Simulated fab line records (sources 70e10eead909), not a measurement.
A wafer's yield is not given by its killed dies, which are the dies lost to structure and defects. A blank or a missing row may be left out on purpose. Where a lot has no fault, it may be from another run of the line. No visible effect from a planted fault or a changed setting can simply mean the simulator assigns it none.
Matching of chambers :: flow nandHarc :: rieDiel-02 running NHARC_A_CONTACT_ETCH_106: 4 sister chambers
The step etches the open film in CF4/O2, target depth 90 nm, overetch 9 nm, time 49.5 s. 4 wafers are shown with their chamber, then 12 later ones without.

== WAFERS WITH THEIR CHAMBER ==
wafer: L085.1
chamber: 2
showerheadPlenumPTorr (Torr): 1.32

wafer: L085.2
chamber: 1
showerheadPlenumPTorr (Torr): 1.32

wafer: L091.2
chamber: 3
showerheadPlenumPTorr (Torr): 1.24

wafer: L091.5
chamber: 0
showerheadPlenumPTorr (Torr): 1.40

== WAFERS WITH NO CHAMBER GIVEN ==
wafer: L092.4
showerheadPlenumPTorr (Torr): 1.24

wafer: L092.5
showerheadPlenumPTorr (Torr): 1.24

wafer: L092.6
showerheadPlenumPTorr (Torr): 1.40

wafer: L093.2
showerheadPlenumPTorr (Torr): 1.40

wafer: L093.4
showerheadPlenumPTorr (Torr): 1.32

wafer: L093.6
showerheadPlenumPTorr (Torr): 1.40

wafer: L097.1
showerheadPlenumPTorr (Torr): 1.24

wafer: L097.2
showerheadPlenumPTorr (Torr): 1.31

wafer: L097.3
showerheadPlenumPTorr (Torr): 1.32

wafer: L096.3
showerheadPlenumPTorr (Torr): 1.31

wafer: L096.5
showerheadPlenumPTorr (Torr): 1.24

wafer: L096.6
showerheadPlenumPTorr (Torr): 1.32

== THE CHAMBER EACH PASSED THROUGH ==
wafer: L092.4
from the rows above: 3
in truth: 3

wafer: L092.5
from the rows above: 3
in truth: 3

wafer: L092.6
from the rows above: 0
in truth: 0

wafer: L093.2
from the rows above: 0
in truth: 0

wafer: L093.4
from the rows above: can't be placed: 1 or 2
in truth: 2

wafer: L093.6
from the rows above: 0
in truth: 0

wafer: L097.1
from the rows above: 3
in truth: 3

wafer: L097.2
from the rows above: can't be placed: 1 or 2
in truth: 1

wafer: L097.3
from the rows above: can't be placed: 1 or 2
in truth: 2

wafer: L096.3
from the rows above: can't be placed: 1 or 2
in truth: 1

wafer: L096.5
from the rows above: 3
in truth: 3

wafer: L096.6
from the rows above: can't be placed: 1 or 2
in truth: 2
7 of 12 placed correctly. Unplaceable from these rows: 5, with the true chamber sitting among the candidates in 5. Placed wrongly: 0.
How it was worked out, from the rows above alone: a wafer's distance from a chamber is the root of the sum, over the readings, of the square of ((its reading less the chamber's mean) divided by the reading's scatter). If the next closest chamber is less than 2 further off than the closest, the wafer can't be placed; otherwise it belongs to the closest. A chamber's mean is the mean of its shown wafers. The scatter (one wafer shown for each chamber): square how far every hidden wafer sits from the nearest shown wafer, average those squares and take the square root.
